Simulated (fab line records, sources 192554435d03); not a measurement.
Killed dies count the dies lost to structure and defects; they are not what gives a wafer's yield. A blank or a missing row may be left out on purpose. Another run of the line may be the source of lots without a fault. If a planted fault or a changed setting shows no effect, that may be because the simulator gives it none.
Chamber matching | flow n5 finfet | N5_MOL_CONTACT_COAG_ETCH_105 on rie diel-06: 4 sister chambers
The step etches SiARC in CF4, target depth 15.6 nm, time 26 s. 4 wafers are shown with their chamber, then 7 later ones without.

## WAFERS WITH THEIR CHAMBER
wafer  | chamber | throttle valve pct (%)
L083.5 | 1       | 15.77
L083.6 | 3       | 15.70
L086.1 | 0       | 15.47
L086.2 | 2       | 15.12

## WAFERS WITH NO CHAMBER GIVEN
wafer  | throttle valve pct (%)
L086.3 | 15.79
L090.3 | 15.14
L090.5 | 15.15
L090.6 | 15.71
L092.2 | 15.80
L092.3 | 15.72
L092.5 | 15.48

## WHICH CHAMBER EACH WENT THROUGH
wafer  | from the rows above     | in truth
L086.3 | 1                       | 1
L090.3 | 2                       | 2
L090.5 | 2                       | 2
L090.6 | 3                       | 3
L092.2 | 1                       | 1
L092.3 | can't be placed: 3 or 1 | 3
L092.5 | 0                       | 0
Placed correctly: 6 of 7. Can't be placed from these rows: 1 (the true chamber is among the candidates in 1). Wrongly placed: 0.
How it was worked out, from the rows above alone: a wafer's distance from a chamber is the root of the sum, over the readings, of the square of ((its reading less the chamber's mean) divided by the reading's scatter). The wafer belongs to the nearest chamber; if the next one is less than 2 further off, it can't be placed. The mean given for a chamber averages the wafers shown for that chamber. The scatter: with one shown wafer a chamber, the root of the mean of the squares of how far each hidden wafer lies from its nearest shown one.
